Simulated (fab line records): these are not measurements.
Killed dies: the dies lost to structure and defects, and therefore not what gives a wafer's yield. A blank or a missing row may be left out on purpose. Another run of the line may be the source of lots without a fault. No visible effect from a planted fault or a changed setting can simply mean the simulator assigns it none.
fab line records :: flow nand_harc
record:
  lots: 13
  wafers: 39
  last_day: 34
route steps=1302 shown A_DECK1_JOINT@530 A_CHANNEL_HOLE_D2@570
lots that met no fault: taken from a fault-free run of the same line
start_h: hours from the record's first day to the start of the lot's first wafer shown :: wait_h: time in hours since the lot's previous step :: " same as the row above :: L1.1+2: one row covering several wafers at once :: - value missing, or start not given :: * or withheld: withheld :: < > ~ a bound
route shown NAME@n: a module of which the file shows steps, and the number in the route of the first :: usual: mean/standard deviation of fault-free wafers :: same: alike in all rows :: chamber/n: place in a boat :: sites: the reading at each site :: _std_site: how widely they spread, as a standard deviation :: _edge_site: mean of outer sites minus mean of inner sites :: radius_mm: how far each site lies from the wafer's centre :: mask NAME#n: copy n :: behind: the most recent tool/chamber to have shaped the wafer :: hold: cause of the lot's hold/its duration in hours/its outcome :: device: whichever transistor did not switch (one of n, p or np) :: end of line: the same wafers' tests at the end of the route :: a step without rows: its recipe alone :: killed: not the wafer's yield, but the dies lost to structure and defects at the first sort :: map: the dies of a wafer, with x for killed, . for not killed, _ for no die there
set.NAME: the setting that was run; set.NAME@STEP: the one run at that earlier step :: model.NAME: the simulator's own value behind a step, which no gauge read
a sample of lots followed through the steps of the route, with each step as a table and each wafer as a row
services: the hour from which a tool's chamber was out of use, counted from the record's first day as start_h (under 0 if before that day), plus the number of hours and why
== steps ==
step: NHARC_A_DECK1_JOINT_ETCHBACK_00
recipe:
  target_depth_a: 300
  time_s: 17.4
  hbr_flow_sccm: 150
  rf_w: 350
  icp_w: 350
  bias_w: 60
  chemistry: HBr
usual:
  drypump_motor_current_A: 5.9/0.45
  oes_product_au: 0.997/0.011
  throttle_valve_pct: 23.266/0.01
lot.wafer: L304.1
tool: rie_si-06
chamber: 1
start_h: 268.63
wait_h: 0.1
drypump_motor_current_A: 6.5
oes_product_au: 0.987
rf_hours_counter_h: 0.1
throttle_valve_pct: 23.274

lot.wafer: L304.4
tool: rie_si-06
chamber: 0
start_h: 268.63
wait_h: 0.1
drypump_motor_current_A: 6.3
oes_product_au: 0.978
rf_hours_counter_h: 0.1
throttle_valve_pct: 23.260

lot.wafer: L304.5
tool: rie_si-06
chamber: 1
start_h: 268.63
wait_h: 0.1
drypump_motor_current_A: 6.5
oes_product_au: 0.988
rf_hours_counter_h: -
throttle_valve_pct: 23.261

lot.wafer: L303.1
tool: rie_si-05
chamber: 0
start_h: 268.68
wait_h: 0.1
drypump_motor_current_A: 5.7
oes_product_au: 0.988
rf_hours_counter_h: 0.9
throttle_valve_pct: 23.264

lot.wafer: L303.4
tool: rie_si-05
chamber: 2
start_h: 268.68
wait_h: 0.1
drypump_motor_current_A: 6.0
oes_product_au: 0.999
rf_hours_counter_h: -
throttle_valve_pct: 23.264

lot.wafer: L303.3
tool: rie_si-05
chamber: 0
start_h: 268.68
wait_h: 0.1
drypump_motor_current_A: 5.7
oes_product_au: 0.979
rf_hours_counter_h: -
throttle_valve_pct: 23.253

lot.wafer: L305.2
tool: rie_si-06
chamber: 0
start_h: 300.99
wait_h: 0.1
drypump_motor_current_A: 6.2
oes_product_au: 1.000
rf_hours_counter_h: 0.2
throttle_valve_pct: 23.261

lot.wafer: L305.1
tool: rie_si-06
chamber: 1
start_h: 300.99
wait_h: 0.1
drypump_motor_current_A: 6.5
oes_product_au: 0.997
rf_hours_counter_h: 0.3
throttle_valve_pct: 23.283

lot.wafer: L305.5
tool: rie_si-06
chamber: 0
start_h: 300.99
wait_h: 0.1
drypump_motor_current_A: 6.3
oes_product_au: 0.998
rf_hours_counter_h: -
throttle_valve_pct: 23.258

lot.wafer: L306.2
tool: rie_si-01
chamber: 3
start_h: 301.00
wait_h: 0.1
drypump_motor_current_A: 6.3
oes_product_au: 0.977
rf_hours_counter_h: 0.7
throttle_valve_pct: 23.262

lot.wafer: L306.5
tool: rie_si-01
chamber: 2
start_h: 301.00
wait_h: 0.1
drypump_motor_current_A: 6.0
oes_product_au: 0.998
rf_hours_counter_h: -
throttle_valve_pct: 23.265

lot.wafer: L306.6
tool: rie_si-01
chamber: 3
start_h: 301.00
wait_h: 0.1
drypump_motor_current_A: 6.3
oes_product_au: 0.975
rf_hours_counter_h: -
throttle_valve_pct: 23.259

lot.wafer: L314.3
tool: rie_si-01
chamber: 0
start_h: 384.72
wait_h: 0.1
drypump_motor_current_A: 6.4
oes_product_au: 1.002
rf_hours_counter_h: 0.0
throttle_valve_pct: 23.263

lot.wafer: L314.1
tool: rie_si-01
chamber: 3
start_h: 384.72
wait_h: 0.1
drypump_motor_current_A: 6.2
oes_product_au: 0.983
rf_hours_counter_h: 0.0
throttle_valve_pct: 23.252

lot.wafer: L314.5
tool: rie_si-01
chamber: 1
start_h: 384.72
wait_h: 0.1
drypump_motor_current_A: 5.5
oes_product_au: 1.003
rf_hours_counter_h: -
throttle_valve_pct: 23.265

lot.wafer: L316.3
tool: rie_si-05
chamber: 2
start_h: 389.06
wait_h: 0.1
drypump_motor_current_A: 6.0
oes_product_au: 1.010
rf_hours_counter_h: 0.6
throttle_valve_pct: 23.264

lot.wafer: L316.5
tool: rie_si-05
chamber: 0
start_h: 389.06
wait_h: 0.1
drypump_motor_current_A: 5.7
oes_product_au: 0.999
rf_hours_counter_h: -
throttle_valve_pct: 23.264

lot.wafer: L316.6
tool: rie_si-05
chamber: 1
start_h: 389.06
wait_h: 0.1
drypump_motor_current_A: 5.9
oes_product_au: 0.996
rf_hours_counter_h: -
throttle_valve_pct: 23.262

lot.wafer: L318.1
tool: rie_si-05
chamber: 2
start_h: 419.83
wait_h: 0.1
drypump_motor_current_A: 6.0
oes_product_au: 0.988
rf_hours_counter_h: 0.8
throttle_valve_pct: 23.263

lot.wafer: L318.3
tool: rie_si-05
chamber: 1
start_h: 419.83
wait_h: 0.1
drypump_motor_current_A: 5.9
oes_product_au: 1.004
rf_hours_counter_h: 0.8
throttle_valve_pct: 23.269

lot.wafer: L318.6
tool: rie_si-05
chamber: 3
start_h: 419.83
wait_h: 0.1
drypump_motor_current_A: 5.2
oes_product_au: 1.014
rf_hours_counter_h: -
throttle_valve_pct: 23.280

lot.wafer: L317.1
tool: rie_si-01
chamber: 0
start_h: 424.21
wait_h: 0.1
drypump_motor_current_A: 6.4
oes_product_au: 1.021
rf_hours_counter_h: 0.2
throttle_valve_pct: 23.257

lot.wafer: L317.3
tool: rie_si-01
chamber: 2
start_h: 424.21
wait_h: 0.1
drypump_motor_current_A: 6.0
oes_product_au: 0.992
rf_hours_counter_h: 0.2
throttle_valve_pct: 23.264

lot.wafer: L317.5
tool: rie_si-01
chamber: 3
start_h: 424.21
wait_h: 0.1
drypump_motor_current_A: 6.3
oes_product_au: 0.979
rf_hours_counter_h: -
throttle_valve_pct: 23.282

lot.wafer: L320.1
tool: rie_si-05
chamber: 0
start_h: 433.55
wait_h: 0.1
drypump_motor_current_A: 5.8
oes_product_au: 0.994
rf_hours_counter_h: 0.8
throttle_valve_pct: 23.274

lot.wafer: L320.4
tool: rie_si-05
chamber: 2
start_h: 433.55
wait_h: 0.1
drypump_motor_current_A: 6.0
oes_product_au: 0.997
rf_hours_counter_h: 1.0
throttle_valve_pct: 23.274

lot.wafer: L320.6
tool: rie_si-05
chamber: 1
start_h: 433.55
wait_h: 0.1
drypump_motor_current_A: 6.0
oes_product_au: 1.013
rf_hours_counter_h: -
throttle_valve_pct: 23.252

lot.wafer: L321.3
tool: rie_si-05
chamber: 0
start_h: 461.33
wait_h: 0.1
drypump_motor_current_A: 5.8
oes_product_au: 0.994
rf_hours_counter_h: 1.0
throttle_valve_pct: 23.261

lot.wafer: L321.1
tool: rie_si-05
chamber: 2
start_h: 461.33
wait_h: 0.1
drypump_motor_current_A: 6.0
oes_product_au: 0.994
rf_hours_counter_h: 1.1
throttle_valve_pct: 23.266

lot.wafer: L321.4
tool: rie_si-05
chamber: 3
start_h: 461.33
wait_h: 0.1
drypump_motor_current_A: 5.2
oes_product_au: 0.996
rf_hours_counter_h: 1.0
throttle_valve_pct: 23.265

lot.wafer: L322.4
tool: rie_si-01
chamber: 2
start_h: 464.12
wait_h: 0.1
drypump_motor_current_A: 6.0
oes_product_au: 1.002
rf_hours_counter_h: 0.4
throttle_valve_pct: 23.263

lot.wafer: L322.1
tool: rie_si-01
chamber: 0
start_h: 464.12
wait_h: 0.1
drypump_motor_current_A: 6.4
oes_product_au: 1.022
rf_hours_counter_h: 0.4
throttle_valve_pct: 23.268

lot.wafer: L322.5
tool: rie_si-01
chamber: 2
start_h: 464.12
wait_h: 0.1
drypump_motor_current_A: 6.0
oes_product_au: 1.001
rf_hours_counter_h: -
throttle_valve_pct: 23.269

lot.wafer: L323.2
tool: rie_si-05
chamber: 1
start_h: 474.89
wait_h: 0.1
drypump_motor_current_A: 6.0
oes_product_au: 1.010
rf_hours_counter_h: 1.2
throttle_valve_pct: 23.286

lot.wafer: L323.3
tool: rie_si-05
chamber: 3
start_h: 474.89
wait_h: 0.1
drypump_motor_current_A: 5.2
oes_product_au: 1.002
rf_hours_counter_h: 1.1
throttle_valve_pct: 23.249

lot.wafer: L323.5
tool: rie_si-05
chamber: 2
start_h: 474.89
wait_h: 0.1
drypump_motor_current_A: 6.0
oes_product_au: 1.006
rf_hours_counter_h: -
throttle_valve_pct: 23.264

lot.wafer: L324.2
tool: rie_si-01
chamber: 2
start_h: 482.72
wait_h: 0.1
drypump_motor_current_A: 6.0
oes_product_au: 0.994
rf_hours_counter_h: 0.6
throttle_valve_pct: 23.256

lot.wafer: L324.4
tool: rie_si-01
chamber: 3
start_h: 482.72
wait_h: 0.1
drypump_motor_current_A: 6.2
oes_product_au: 0.986
rf_hours_counter_h: 0.5
throttle_valve_pct: 23.249

lot.wafer: L324.5
tool: rie_si-01
chamber: 3
start_h: 482.72
wait_h: 0.1
drypump_motor_current_A: 6.3
oes_product_au: 0.977
rf_hours_counter_h: -
throttle_valve_pct: 23.263
step: NHARC_A_CHANNEL_HOLE_D2_DEP_00
recipe:
  target_thk_a: 31000
  temp_c: 400
  material: aC
usual:
  throttle_valve_pct: 35.000/0.009
lot.wafer: L303.1
tool: acl_dep-02
chamber: 0
start_h: 310.07
wait_h: 3.5
throttle_valve_pct: 35.002

lot.wafer: L303.3
tool: acl_dep-02
chamber: 0
start_h: 310.07
wait_h: 3.5
throttle_valve_pct: 34.991

lot.wafer: L303.4
tool: acl_dep-02
chamber: 0
start_h: 310.07
wait_h: 3.5
throttle_valve_pct: 34.991

lot.wafer: L304.1
tool: acl_dep-01
chamber: 0
start_h: 311.38
wait_h: 4.7
throttle_valve_pct: 34.984

lot.wafer: L304.4
tool: acl_dep-01
chamber: 0
start_h: 311.38
wait_h: 4.7
throttle_valve_pct: 35.003

lot.wafer: L304.5
tool: acl_dep-01
chamber: 0
start_h: 311.38
wait_h: 4.7
throttle_valve_pct: 34.999

lot.wafer: L305.1
tool: acl_dep-03
chamber: 0
start_h: 340.47
wait_h: 1.4
throttle_valve_pct: 35.003

lot.wafer: L305.2
tool: acl_dep-03
chamber: 0
start_h: 340.47
wait_h: 1.4
throttle_valve_pct: 34.999

lot.wafer: L305.5
tool: acl_dep-03
chamber: 0
start_h: 340.47
wait_h: 1.4
throttle_valve_pct: 35.005

lot.wafer: L306.2
tool: acl_dep-01
chamber: 0
start_h: 340.86
wait_h: 1.7
throttle_valve_pct: 35.004

lot.wafer: L306.5
tool: acl_dep-01
chamber: 0
start_h: 340.86
wait_h: 1.7
throttle_valve_pct: 34.992

lot.wafer: L306.6
tool: acl_dep-01
chamber: 0
start_h: 340.86
wait_h: 1.7
throttle_valve_pct: 34.997

lot.wafer: L316.3
tool: acl_dep-01
chamber: 0
start_h: 433.14
wait_h: 4.3
throttle_valve_pct: 34.996

lot.wafer: L316.5
tool: acl_dep-01
chamber: 0
start_h: 433.14
wait_h: 4.3
throttle_valve_pct: 35.008

lot.wafer: L316.6
tool: acl_dep-01
chamber: 0
start_h: 433.14
wait_h: 4.3
throttle_valve_pct: 34.985

lot.wafer: L314.1
tool: acl_dep-01
chamber: 0
start_h: 434.41
wait_h: 5.3
throttle_valve_pct: 35.010

lot.wafer: L314.3
tool: acl_dep-01
chamber: 0
start_h: 434.41
wait_h: 5.3
throttle_valve_pct: 34.984

lot.wafer: L314.5
tool: acl_dep-01
chamber: 0
start_h: 434.41
wait_h: 5.3
throttle_valve_pct: 35.001

lot.wafer: L317.1
tool: acl_dep-01
chamber: 0
start_h: 457.28
wait_h: 0.5
throttle_valve_pct: 35.000

lot.wafer: L317.3
tool: acl_dep-01
chamber: 0
start_h: 457.28
wait_h: 0.5
throttle_valve_pct: 35.007

lot.wafer: L317.5
tool: acl_dep-01
chamber: 0
start_h: 457.28
wait_h: 0.5
throttle_valve_pct: 34.995

lot.wafer: L318.1
tool: acl_dep-03
chamber: 0
start_h: 458.43
wait_h: 1.6
throttle_valve_pct: 35.010

lot.wafer: L318.3
tool: acl_dep-03
chamber: 0
start_h: 458.43
wait_h: 1.6
throttle_valve_pct: 35.006

lot.wafer: L318.6
tool: acl_dep-03
chamber: 0
start_h: 458.43
wait_h: 1.6
throttle_valve_pct: 35.014

lot.wafer: L320.1
tool: acl_dep-01
chamber: 0
start_h: 472.63
wait_h: 5.3
throttle_valve_pct: 34.994

lot.wafer: L320.4
tool: acl_dep-01
chamber: 0
start_h: 472.63
wait_h: 5.3
throttle_valve_pct: 35.004

lot.wafer: L320.6
tool: acl_dep-01
chamber: 0
start_h: 472.63
wait_h: 5.3
throttle_valve_pct: 35.002

lot.wafer: L321.1
tool: acl_dep-01
chamber: 0
start_h: 501.15
wait_h: 0.1
throttle_valve_pct: 35.006

lot.wafer: L321.3
tool: acl_dep-01
chamber: 0
start_h: 501.15
wait_h: 0.1
throttle_valve_pct: 35.013

lot.wafer: L321.4
tool: acl_dep-01
chamber: 0
start_h: 501.15
wait_h: 0.1
throttle_valve_pct: 35.002

lot.wafer: L322.1
tool: acl_dep-02
chamber: 0
start_h: 501.35
wait_h: 0.2
throttle_valve_pct: 34.998

lot.wafer: L322.4
tool: acl_dep-02
chamber: 0
start_h: 501.35
wait_h: 0.2
throttle_valve_pct: 34.988

lot.wafer: L322.5
tool: acl_dep-02
chamber: 0
start_h: 501.35
wait_h: 0.2
throttle_valve_pct: 35.003

lot.wafer: L324.2
tool: acl_dep-01
chamber: 0
start_h: 523.09
wait_h: 0.4
throttle_valve_pct: 34.998

lot.wafer: L324.4
tool: acl_dep-01
chamber: 0
start_h: 523.09
wait_h: 0.4
throttle_valve_pct: 34.998

lot.wafer: L324.5
tool: acl_dep-01
chamber: 0
start_h: 523.09
wait_h: 0.4
throttle_valve_pct: 35.001

lot.wafer: L323.2
tool: acl_dep-02
chamber: 0
start_h: 523.83
wait_h: 1.1
throttle_valve_pct: 34.993

lot.wafer: L323.3
tool: acl_dep-02
chamber: 0
start_h: 523.83
wait_h: 1.1
throttle_valve_pct: 34.983

lot.wafer: L323.5
tool: acl_dep-02
chamber: 0
start_h: 523.83
wait_h: 1.1
throttle_valve_pct: 35.003
step: NHARC_A_CHANNEL_HOLE_D2_SOFTBAKE_05
recipe:
  temp_c: 105
  time_s: 55
usual:
  heater_power_total_W: 188.44/0.13
lot.wafer: L303.1
tool: litho_track-04
chamber: 0
start_h: 312
wait_h: -
heater_power_total_W: 188.50

lot.wafer: L303.3
tool: litho_track-04
chamber: 0
start_h: 312
wait_h: -
heater_power_total_W: 188.59

lot.wafer: L303.4
tool: litho_track-04
chamber: 0
start_h: 312
wait_h: -
heater_power_total_W: 188.31

lot.wafer: L304.1
tool: litho_track-04
chamber: 0
start_h: 313
wait_h: -
heater_power_total_W: 165.41

lot.wafer: L304.4
tool: litho_track-04
chamber: 0
start_h: 313
wait_h: -
heater_power_total_W: 165.45

lot.wafer: L304.5
tool: litho_track-04
chamber: 0
start_h: 313
wait_h: -
heater_power_total_W: 165.51

lot.wafer: L305.1
tool: litho_track-06
chamber: 0
start_h: 342
wait_h: -
heater_power_total_W: 188.24

lot.wafer: L305.2
tool: litho_track-06
chamber: 0
start_h: 342
wait_h: -
heater_power_total_W: 188.28

lot.wafer: L305.5
tool: litho_track-06
chamber: 0
start_h: 342
wait_h: -
heater_power_total_W: 188.33

lot.wafer: L306.2
tool: litho_track-04
chamber: 0
start_h: 342
wait_h: -
heater_power_total_W: 165.44

lot.wafer: L306.5
tool: litho_track-04
chamber: 0
start_h: 342
wait_h: -
heater_power_total_W: 165.43

lot.wafer: L306.6
tool: litho_track-04
chamber: 0
start_h: 342
wait_h: -
heater_power_total_W: 165.63

lot.wafer: L316.3
tool: litho_track-01
chamber: 0
start_h: 434
wait_h: -
heater_power_total_W: 188.35

lot.wafer: L316.5
tool: litho_track-01
chamber: 0
start_h: 434
wait_h: -
heater_power_total_W: 188.57

lot.wafer: L316.6
tool: litho_track-01
chamber: 0
start_h: 434
wait_h: -
heater_power_total_W: 188.49

lot.wafer: L314.1
tool: litho_track-04
chamber: 0
start_h: 436
wait_h: -
heater_power_total_W: 188.42

lot.wafer: L314.3
tool: litho_track-04
chamber: 0
start_h: 436
wait_h: -
heater_power_total_W: 188.29

lot.wafer: L314.5
tool: litho_track-04
chamber: 0
start_h: 436
wait_h: -
heater_power_total_W: 188.51

lot.wafer: L317.1
tool: litho_track-04
chamber: 0
start_h: 459
wait_h: -
heater_power_total_W: 188.26

lot.wafer: L317.3
tool: litho_track-04
chamber: 0
start_h: 459
wait_h: -
heater_power_total_W: 188.32

lot.wafer: L317.5
tool: litho_track-04
chamber: 0
start_h: 459
wait_h: -
heater_power_total_W: 188.49

lot.wafer: L318.1
tool: litho_track-04
chamber: 0
start_h: 460
wait_h: -
heater_power_total_W: 188.69

lot.wafer: L318.3
tool: litho_track-04
chamber: 0
start_h: 460
wait_h: -
heater_power_total_W: 188.50

lot.wafer: L318.6
tool: litho_track-04
chamber: 0
start_h: 460
wait_h: -
heater_power_total_W: 188.55

lot.wafer: L320.1
tool: litho_track-06
chamber: 0
start_h: 474
wait_h: -
heater_power_total_W: 188.29

lot.wafer: L320.4
tool: litho_track-06
chamber: 0
start_h: 474
wait_h: -
heater_power_total_W: 188.36

lot.wafer: L320.6
tool: litho_track-06
chamber: 0
start_h: 474
wait_h: -
heater_power_total_W: 188.44

lot.wafer: L321.1
tool: litho_track-04
chamber: 0
start_h: 503
wait_h: -
heater_power_total_W: 188.68

lot.wafer: L321.3
tool: litho_track-04
chamber: 0
start_h: 503
wait_h: -
heater_power_total_W: 188.56

lot.wafer: L321.4
tool: litho_track-04
chamber: 0
start_h: 503
wait_h: -
heater_power_total_W: 188.48

lot.wafer: L322.1
tool: litho_track-06
chamber: 0
start_h: 503
wait_h: -
heater_power_total_W: 188.54

lot.wafer: L322.4
tool: litho_track-06
chamber: 0
start_h: 503
wait_h: -
heater_power_total_W: 188.43

lot.wafer: L322.5
tool: litho_track-06
chamber: 0
start_h: 503
wait_h: -
heater_power_total_W: 188.34

lot.wafer: L324.2
tool: litho_track-04
chamber: 0
start_h: 524
wait_h: -
heater_power_total_W: 188.30

lot.wafer: L324.4
tool: litho_track-04
chamber: 0
start_h: 525
wait_h: -
heater_power_total_W: 188.54

lot.wafer: L324.5
tool: litho_track-04
chamber: 0
start_h: 525
wait_h: -
heater_power_total_W: 188.73

lot.wafer: L323.2
tool: litho_track-01
chamber: 0
start_h: 525
wait_h: -
heater_power_total_W: 188.73

lot.wafer: L323.3
tool: litho_track-01
chamber: 0
start_h: 525
wait_h: -
heater_power_total_W: 188.38

lot.wafer: L323.5
tool: litho_track-01
chamber: 0
start_h: 525
wait_h: -
heater_power_total_W: 188.40
step: NHARC_A_CHANNEL_HOLE_D2_OVL_MEAS_11
usual:
  overlay_x_nm: 0.0/0.8
  overlay_y_nm: 0.1/0.98
lot.wafer: L303.1
tool: overlay-01
chamber: -
start_h: 312.82
wait_h: -
overlay_x_nm: -0.2
overlay_y_nm: 0.5

lot.wafer: L303.3
tool: overlay-01
chamber: -
start_h: 312.82
wait_h: -
overlay_x_nm: 0.1
overlay_y_nm: 0.5

lot.wafer: L303.4
tool: overlay-01
chamber: -
start_h: 312.82
wait_h: -
overlay_x_nm: -0.5
overlay_y_nm: 0.5

lot.wafer: L304.1
tool: overlay-01
chamber: -
start_h: 314.12
wait_h: -
overlay_x_nm: 0.3
overlay_y_nm: 0.0

lot.wafer: L304.4
tool: overlay-01
chamber: -
start_h: 314.12
wait_h: -
overlay_x_nm: 0.3
overlay_y_nm: 0.0

lot.wafer: L304.5
tool: overlay-01
chamber: -
start_h: 314.12
wait_h: -
overlay_x_nm: 0.6
overlay_y_nm: 0.3

lot.wafer: L305.1
tool: overlay-02
chamber: -
start_h: 343.23
wait_h: -
overlay_x_nm: 0.9
overlay_y_nm: -0.2

lot.wafer: L305.2
tool: overlay-02
chamber: -
start_h: 343.23
wait_h: -
overlay_x_nm: 0.8
overlay_y_nm: -0.1

lot.wafer: L305.5
tool: overlay-02
chamber: -
start_h: 343.23
wait_h: -
overlay_x_nm: 0.3
overlay_y_nm: -0.3

lot.wafer: L306.2
tool: overlay-01
chamber: -
start_h: 343.38
wait_h: -
overlay_x_nm: 0.2
overlay_y_nm: 0.8

lot.wafer: L306.5
tool: overlay-01
chamber: -
start_h: 343.38
wait_h: -
overlay_x_nm: 0.5
overlay_y_nm: 0.5

lot.wafer: L306.6
tool: overlay-01
chamber: -
start_h: 343.38
wait_h: -
overlay_x_nm: -0.2
overlay_y_nm: 0.2

lot.wafer: L316.3
tool: overlay-01
chamber: -
start_h: 435.24
wait_h: -
overlay_x_nm: 0.8
overlay_y_nm: -1.5

lot.wafer: L316.5
tool: overlay-01
chamber: -
start_h: 435.24
wait_h: -
overlay_x_nm: 0.4
overlay_y_nm: -1.2

lot.wafer: L316.6
tool: overlay-01
chamber: -
start_h: 435.24
wait_h: -
overlay_x_nm: 0.5
overlay_y_nm: -1.4

lot.wafer: L314.1
tool: overlay-01
chamber: -
start_h: 437.18
wait_h: -
overlay_x_nm: -0.8
overlay_y_nm: 0.5

lot.wafer: L314.3
tool: overlay-01
chamber: -
start_h: 437.18
wait_h: -
overlay_x_nm: -1.3
overlay_y_nm: 1.0

lot.wafer: L314.5
tool: overlay-01
chamber: -
start_h: 437.18
wait_h: -
overlay_x_nm: -1.9
overlay_y_nm: 0.9

lot.wafer: L317.1
tool: overlay-01
chamber: -
start_h: 460.04
wait_h: -
overlay_x_nm: -1.6
overlay_y_nm: 1.8

lot.wafer: L317.3
tool: overlay-01
chamber: -
start_h: 460.04
wait_h: -
overlay_x_nm: -1.2
overlay_y_nm: 1.0

lot.wafer: L317.5
tool: overlay-01
chamber: -
start_h: 460.04
wait_h: -
overlay_x_nm: -1.9
overlay_y_nm: 1.6

lot.wafer: L318.1
tool: overlay-01
chamber: -
start_h: 463.75
wait_h: -
overlay_x_nm: -0.2
overlay_y_nm: -1.4

lot.wafer: L318.3
tool: overlay-01
chamber: -
start_h: 463.75
wait_h: -
overlay_x_nm: -0.5
overlay_y_nm: -1.5

lot.wafer: L318.6
tool: overlay-01
chamber: -
start_h: 463.75
wait_h: -
overlay_x_nm: 0.7
overlay_y_nm: -1.8

lot.wafer: L320.1
tool: overlay-01
chamber: -
start_h: 475.21
wait_h: -
overlay_x_nm: -0.3
overlay_y_nm: -0.5

lot.wafer: L320.4
tool: overlay-01
chamber: -
start_h: 475.21
wait_h: -
overlay_x_nm: -0.5
overlay_y_nm: -0.3

lot.wafer: L320.6
tool: overlay-01
chamber: -
start_h: 475.21
wait_h: -
overlay_x_nm: 0.5
overlay_y_nm: -1.0

lot.wafer: L321.1
tool: overlay-01
chamber: -
start_h: 503.96
wait_h: -
overlay_x_nm: -0.4
overlay_y_nm: 0.5

lot.wafer: L321.3
tool: overlay-01
chamber: -
start_h: 503.96
wait_h: -
overlay_x_nm: -0.9
overlay_y_nm: 0.4

lot.wafer: L321.4
tool: overlay-01
chamber: -
start_h: 503.96
wait_h: -
overlay_x_nm: -0.4
overlay_y_nm: 0.5

lot.wafer: L322.1
tool: overlay-02
chamber: -
start_h: 504.26
wait_h: -
overlay_x_nm: 0.4
overlay_y_nm: 0.7

lot.wafer: L322.4
tool: overlay-02
chamber: -
start_h: 504.26
wait_h: -
overlay_x_nm: -0.5
overlay_y_nm: 0.7

lot.wafer: L322.5
tool: overlay-02
chamber: -
start_h: 504.26
wait_h: -
overlay_x_nm: 0.5
overlay_y_nm: 0.7

lot.wafer: L324.2
tool: overlay-01
chamber: -
start_h: 525.53
wait_h: -
overlay_x_nm: -1.2
overlay_y_nm: 1.9

lot.wafer: L324.4
tool: overlay-01
chamber: -
start_h: 525.53
wait_h: -
overlay_x_nm: -1.3
overlay_y_nm: 1.9

lot.wafer: L324.5
tool: overlay-01
chamber: -
start_h: 525.53
wait_h: -
overlay_x_nm: -1.5
overlay_y_nm: 1.3

lot.wafer: L323.2
tool: overlay-01
chamber: -
start_h: 526.28
wait_h: -
overlay_x_nm: 1.2
overlay_y_nm: 1.6

lot.wafer: L323.3
tool: overlay-01
chamber: -
start_h: 526.28
wait_h: -
overlay_x_nm: 0.6
overlay_y_nm: 1.8

lot.wafer: L323.5
tool: overlay-01
chamber: -
start_h: 526.28
wait_h: -
overlay_x_nm: 1.2
overlay_y_nm: 1.6
== services ==
tool: rie_si-05
chamber: 1
start_h: 245.79
hours: 29.3
kind: repair

tool: rie_si-06
chamber: -
start_h: 249.00
hours: 9.0
kind: pm

tool: rie_si-05
chamber: 3
start_h: 255.71
hours: 17.0
kind: repair

tool: rie_si-05
chamber: -
start_h: 291.03
hours: 12.9
kind: repair

tool: acl_dep-03
chamber: -
start_h: 301.17
hours: 13.0
kind: pm

tool: rie_si-05
chamber: -
start_h: 305.05
hours: 9.0
kind: pm

tool: rie_si-05
chamber: 0
start_h: 305.05
hours: 9.0
kind: vent_cycle

tool: litho_track-01
chamber: -
start_h: 330.00
hours: 7.0
kind: pm

tool: rie_si-06
chamber: 1
start_h: 333.64
hours: 7.8
kind: repair

tool: rie_si-06
chamber: 2
start_h: 341.75
hours: 1.6
kind: repair

tool: rie_si-06
chamber: 3
start_h: 348.92
hours: 4.2
kind: repair

tool: litho_track-06
chamber: -
start_h: 354.00
hours: 7.0
kind: pm

tool: acl_dep-01
chamber: -
start_h: 368.89
hours: 13.0
kind: pm

tool: rie_si-01
chamber: -
start_h: 370.00
hours: 9.0
kind: pm

tool: litho_track-04
chamber: -
start_h: 378.00
hours: 7.0
kind: pm

tool: acl_dep-02
chamber: -
start_h: 424.55
hours: 13.0
kind: pm

tool: rie_si-06
chamber: -
start_h: 426.00
hours: 9.0
kind: pm

tool: rie_si-01
chamber: -
start_h: 433.42
hours: 1.2
kind: repair

tool: rie_si-06
chamber: 2
start_h: 460.48
hours: 12.1
kind: repair

tool: rie_si-05
chamber: -
start_h: 482.05
hours: 9.0
kind: pm

tool: acl_dep-03
chamber: -
start_h: 482.17
hours: 13.0
kind: pm

tool: rie_si-01
chamber: 3
start_h: 487.07
hours: 12.7
kind: repair

tool: litho_track-01
chamber: -
start_h: 505.00
hours: 7.0
kind: pm

tool: rie_si-05
chamber: -
start_h: 520.26
hours: 0.5
kind: repair
== key ==
first_sign:
  step: NHARC_A_CHANNEL_HOLE_D2_SOFTBAKE_05
  reading: heater_power_total_W
  direction: down
  sigmas: 99+
  usual: *
  struck: *
effect none on later readings
met_at NHARC_A_CHANNEL_HOLE_D2_SOFTBAKE_05
struck_lots L304,L306
tester_left_out L304,L306
loop_trim:
  step: NHARC_A_CHANNEL_HOLE_D2_EXPOSE_07
  setting: dose
  lots: L306
not_acting_at NHARC_A_DECK1_JOINT_ETCHBACK_00,NHARC_A_CHANNEL_HOLE_D2_DEP_00,NHARC_A_CHANNEL_HOLE_D2_OVL_MEAS_11
onset_between 312 313
fault:
  kind: process_parameter_drift
  tool: litho_track-04
  chamber: -
  onset_h: 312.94
  steps: NHARC_A_CHANNEL_HOLE_D2_SOFTBAKE_05
  channel: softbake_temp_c
  offset: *
  shape: step
  end_h: 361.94
  acts_in: *
  stated: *
tester_left_out: of these lots the tester's yield and bins aren't shown, on N5 and GAA mostly nor the transistor test; their killed dies are dies lost to structure and defects alone, not to doping, threshold or leakage, so they don't give the yield
loop_trim: a control loop set the setting to another value than it would have without faults
